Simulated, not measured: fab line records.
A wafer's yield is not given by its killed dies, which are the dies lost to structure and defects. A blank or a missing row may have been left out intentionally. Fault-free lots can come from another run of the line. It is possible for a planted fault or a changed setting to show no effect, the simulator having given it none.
Chamber matching	flow nandHarc	NHARC_A_CONTACT_DEP_58 on pecvd-01: 3 sister chambers
The step deposits SiON, target thk 90 nm. 20 wafers are shown with their chamber, then 10 later ones without.

EACH WAFER AND ITS CHAMBER
wafer	chamber	heaterPowerW (W)
L077.1	0	723
L077.2	1	911
L077.5	2	790
L078.3	1	798
L078.4	0	712
L078.6	2	683
L080.1	1	803
L080.3	2	739
L080.5	2	744
L083.2	2	782
L083.3	1	770
L083.4	1	784
L084.1	0	715
L084.5	0	738
L084.6	1	806
L086.3	2	769
L086.4	1	876
L086.6	0	737
L088.2	0	643
L088.3	2	783

SIGNATURES (means of the wafers above)
reading	chamber 0	chamber 1	chamber 2	scatter within a chamber
heaterPowerW	711.33	821.14	755.71	42.6
Rule: for a wafer and a chamber, the distance is found by dividing, reading by reading, the gap between the wafer's reading and the chamber's mean by the reading's scatter, squaring, summing and taking the root. If the next closest chamber is less than 2 further off than the closest, the wafer can't be placed; otherwise it belongs to the closest. The scatter is the square root of a quotient: the sum, over the shown wafers, of each reading's squared deviation from its chamber's mean, divided by wafers minus chambers.

WAFERS MISSING THEIR CHAMBER
wafer	heaterPowerW (W)
L088.5	656
L089.3	778
L089.5	721
L089.6	779
L093.1	626
L093.2	712
L093.5	849
L097.1	772
L097.3	676
L097.5	663

THE CHAMBER EACH PASSED THROUGH
wafer	from the rows above	in truth
L088.5	can't be placed: 0 or 2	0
L089.3	can't be placed: 2 or 1 or 0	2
L089.5	can't be placed: 0 or 2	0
L089.6	can't be placed: 2 or 1 or 0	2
L093.1	can't be placed: 0 or 2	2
L093.2	can't be placed: 0 or 2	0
L093.5	can't be placed: 1 or 2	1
L097.1	can't be placed: 2 or 1 or 0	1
L097.3	can't be placed: 0 or 2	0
L097.5	can't be placed: 0 or 2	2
Placed correctly: 0 of 10. Cannot be placed on the basis of these rows: 10; the candidates contain the true chamber in 10. 0 placed wrongly.
